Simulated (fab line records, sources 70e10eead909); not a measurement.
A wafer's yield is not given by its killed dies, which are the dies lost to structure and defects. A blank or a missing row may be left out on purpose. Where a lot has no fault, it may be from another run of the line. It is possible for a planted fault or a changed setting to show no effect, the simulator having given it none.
Chamber matching + flow nand-harc + NHARC_P_M0_ETCH_34 on rie-diel-02 has 4 sister chambers
The step etches the open film in N2/H2, target depth 40 nm, overetch 12 nm, time 43.94 s. 7 wafers are shown with their chamber, then 7 later ones without.

== WAFERS, EACH WITH ITS CHAMBER ==
| wafer  | chamber | showerhead-plenum-p-Torr (Torr) | rf-vpp-V (V) |
|--------|---------|---------------------------------|--------------|
| L753.1 | 1       | 2.07                            | 431.5        |
| L760.5 | 0       | 2.13                            | 434.0        |
| L766.3 | 0       | 2.12                            | 433.8        |
| L766.4 | 3       | 2.13                            | 432.6        |
| L766.6 | 2       | 2.07                            | 430.8        |
| L767.3 | 2       | 2.07                            | 431.5        |
| L767.4 | 3       | 2.13                            | 432.9        |

== WAFERS MISSING THEIR CHAMBER ==
| wafer  | showerhead-plenum-p-Torr (Torr) | rf-vpp-V (V) |
|--------|---------------------------------|--------------|
| L767.5 | 2.07                            | 430.1        |
| L768.2 | 2.12                            | 432.7        |
| L768.3 | 2.06                            | 430.7        |
| L768.6 | 2.05                            | 431.7        |
| L773.2 | 2.06                            | 431.9        |
| L773.4 | 2.11                            | 432.6        |
| L773.5 | 2.06                            | 431.1        |

== CHAMBER TAKEN BY EACH ==
| wafer  | from the rows above     | in truth |
|--------|-------------------------|----------|
| L767.5 | can't be placed: 2 or 1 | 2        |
| L768.2 | can't be placed: 3 or 0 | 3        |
| L768.3 | can't be placed: 2 or 1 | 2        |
| L768.6 | can't be placed: 1 or 2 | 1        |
| L773.2 | can't be placed: 1 or 2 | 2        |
| L773.4 | can't be placed: 3 or 0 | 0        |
| L773.5 | can't be placed: 2 or 1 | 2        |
Placed correctly: 0 of 7. Not placeable from these rows: 7 (in 7, the candidates include the true chamber). Number placed wrongly: 0.
How it was worked out, from the rows above alone: a wafer's distance from a chamber is the root of the sum, over the readings, of the square of ((its reading less the chamber's mean) divided by the reading's scatter). The wafer belongs to the nearest chamber; if the next one is less than 2 further off, it can't be placed. Each chamber's mean is taken over the wafers shown for it. The scatter is the square root of a quotient: the sum, over the shown wafers, of each reading's squared deviation from its chamber's mean, divided by wafers minus chambers.
